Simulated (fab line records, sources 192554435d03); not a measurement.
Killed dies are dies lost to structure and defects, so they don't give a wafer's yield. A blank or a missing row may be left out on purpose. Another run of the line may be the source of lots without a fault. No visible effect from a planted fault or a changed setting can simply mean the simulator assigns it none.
A struck lot beside a sound one | flow n5-finfet | 28 steps out of a route of 1938
Sound: the wafers L320.1, L320.2, L320.4. Struck: wafer L324.6 (left out: L324.5, a lot-mate that was not struck); the cause follows at the end.
For every step that has rows: the tool of each side, followed by ch and its chambers, followed by its first start. Under that, the readings that differ: sound wafers | struck wafers | difference of the means | sigmas: that difference in standard deviations of wafers without a fault.
alike: a reading whose means differ by less than 2 such deviations, as well as words and numbers matching on both sides. not compared: withheld readings; readings where some wafer has no value; bounds like >300 that might hide an equal value; numbers whose values overlap and for which the record gives no deviation.
A row with sigmas, a row that says differs or no value, or rows on one side alone: a step with any of these is where the two part. Non-overlapping numbers with no deviation appear without sigmas and do not part them. A reading missing from all wafers of one side parts the sides only when that side holds two or more wafers.

N5_STI_FIN_REVEAL_ALD_14: deposits Si3N4, target thk 3 nm.
  sound on ald-sin-04 ch 1,2,3, day 4 09:56; struck on ald-sin-02 ch 1, day 5 09:43
  alike: heater-power-w
  not compared: since-wet-clean-h
then, 2 steps without rows for these wafers: N5_STI_FIN_REVEAL_FCVD_FILL_01 (material SiO2 flowable, target thk 312 nm, time 512.2 s); N5_STI_FIN_REVEAL_DENSIFY_02 (time 1800 s).
N5_STI_FIN_REVEAL_CMP_04: polishes, stops on Si3N4, t overpolish 4 s, target thk 131.83 nm.
  sound on cmp-04 ch 1,2,3, day 4 15:07; struck on cmp-02 ch 2, day 5 14:56
  alike: motor-current-A, overpolish-run-s, time-to-endpoint-s
N5_STI_FIN_REVEAL_THK_MEAS_05:
  sound: film-metro-01 at day 4 15:25; struck: film-metro-02 at day 5 15:05
  alike: thk-nm
N5_STI_FIN_REVEAL_DENSIFY_30:
  sound on rtp-anneal-01 ch 0, day 4 15:34; struck on rtp-anneal-02 ch 0, day 5 15:25
  reading            | sound             | struck | difference | sigmas
  lamp-power-pct (%) | 11.54 11.51 11.59 | 11.42  | -0.13      | -2
  alike: lamp_zone_6_pct
  not compared: wafer_temp_C_max
N5_STI_FIN_REVEAL_ETCHBACK_08: etches SiO2 in C4F6/O2, target depth 30.5 nm, time 10.167 s.
  sound on rie-diel-04 ch 0,1,2, day 4 15:47; struck on rie-diel-05 ch 0, day 5 15:43
  reading               | sound          | struck | difference | sigmas
  C4F6_flow_sccm (sccm) | 9.97 9.96 9.93 | 10.03  | +0.08      | +3
  rf-vpp-V (V)          | 697 693 682    | 656    | -35        | -2
  alike: O2_flow_sccm, drypump-motor-current-A, mfc-ar-sccm, oes_ar_750_au, oes-product-au, rf-fwd-power-W, showerhead-plenum-p-Torr, throttle-valve-pct
  not compared: rf-hours-counter-h
then, 5 steps without rows for these wafers: N5_STI_FIN_REVEAL_STRIP_24 (strips in N2/H2, time 90 s); N5_STI_FIN_REVEAL_PRECLEAN_25 (cleans in SPM, time 90 s); N5_STI_FIN_REVEAL_PRECLEAN_26 (cleans in SC1, time 45 s); N5_STI_FIN_REVEAL_PRECLEAN_29 (cleans in DHF, time 30 s); N5_STI_FIN_REVEAL_SRD_12 (time 30 s).
N5_STI_FIN_REVEAL_RECESS_09: chemistry HF/NH3, target SiO2, afs cycles 11, target depth 42.5 nm, sublimation time 60 s.
  sound on vapor-etch-02 ch 0,1, day 4 16:02; struck on vapor-etch-02 ch 0, day 5 17:01
  reading                  | sound          | struck | difference | sigmas
  model.etch.depth-nm (nm) | 42.5 42.5 42.5 | 57.29  | +14.79     |
  alike: drypump-motor-current-A
then, 3 steps without rows for these wafers: N5_STI_FIN_REVEAL_STRIP_16 (strips SiNx in H3PO4, target depth 23.8 nm); N5_STI_FIN_REVEAL_PRECLEAN_17 (cleans in NF3:NH3, afs cycles 1, time 20 s, sublimation time 60 s); N5_STI_FIN_REVEAL_ETCH_34 (etches Si in H2, material Si, target depth 0.97 nm).
N5_STI_FIN_REVEAL_OXIDATION_31: chemistry O2 PLASMA REMOTE, time 20 s.
  sound on plasma-asher-01 ch 0,1, day 4 18:12; struck on plasma-asher-01 ch 0, day 5 18:08
  alike: drypump-motor-current-A, heater-power-w, rf-fwd-power-W
  not compared: rf-hours-counter-h
then, 6 steps without rows for these wafers: N5_STI_FIN_REVEAL_PRECLEAN_32 (cleans in NF3:NH3, afs cycles 1, time 20 s, sublimation time 60 s); N5_STI_FIN_REVEAL_STRIP_35 (strips Si3N4 in H3PO4, target depth 4 nm, time 39 s); N5_STI_FIN_REVEAL_SRD_21 (time 30 s); N5_STI_FIN_REVEAL_OXIDATION_33 (chemistry O2 PLASMA REMOTE, time 20 s); N5_STI_FIN_REVEAL_CLEAN_19 (cleans in O3/DIW, time 120 s); N5_STI_FIN_REVEAL_SRD_23 (time 30 s).
N5_STI_FIN_REVEAL_CD_MEAS_22: target cd 6.238 nm, pitch 28 nm.
  sound: cd-sem-02 at day 4 18:43; struck: cd-sem-02 at day 5 18:37
  alike: cd-nm
N5_STI_FIN_REVEAL_FIN_H_MEAS_10:
  sound: ocd-01 at day 4 18:45; struck: ocd-01 at day 5 18:39
  reading              | sound          | struck | difference | sigmas
  trench-depth-nm (nm) | 51.8 51.5 52.9 | 66.1   | +14.0      | +18
then, 1 step without rows for these wafers: N5_STI_FIN_REVEAL_PRECLEAN_18 (cleans in SC2, time 45 s).
-- the record jumps here: 6 days lie between the struck wafers' starts before and after (it left off in module STI_FIN_REVEAL and takes up again in module BEOL_M4, whose first step shown is number 1111 of the route) --
N5_BEOL_M4_RC_MEAS_101:
  sound on prober-02 ch 0, day 10 12:01; struck on prober-02 ch 0, day 11 15:35
  reading       | sound          | struck | difference | sigmas
  DIBL_N (mV/V) | 34.0 34.9 30.1 | 37.8   | +4.8       | +2
  SS_N (mV/dec) | 71.2 72.8 70.6 | 73.3   | +1.8       | +3
  alike: DIBL_P, IOFF_N, IOFF_P, ION_N, ION_P, SS_P, VT_N, VT_P
-- record jumps: 4 days separate the struck wafers' starts on either side; left off in module BEOL_M4, taken up again in module PASSIVATION, whose first shown step is the route's number 1936 --
N5_PASSIVATION_PROBE_49:
  only the struck wafers here have rows in the record (prober-02, day 15 22:37); the sound ones have none

== WHERE THEY PART ==
At N5_STI_FIN_REVEAL_DENSIFY_30 first; at N5_PASSIVATION_PROBE_49 last (within this record only).

WHY: what had been put in by the simulator
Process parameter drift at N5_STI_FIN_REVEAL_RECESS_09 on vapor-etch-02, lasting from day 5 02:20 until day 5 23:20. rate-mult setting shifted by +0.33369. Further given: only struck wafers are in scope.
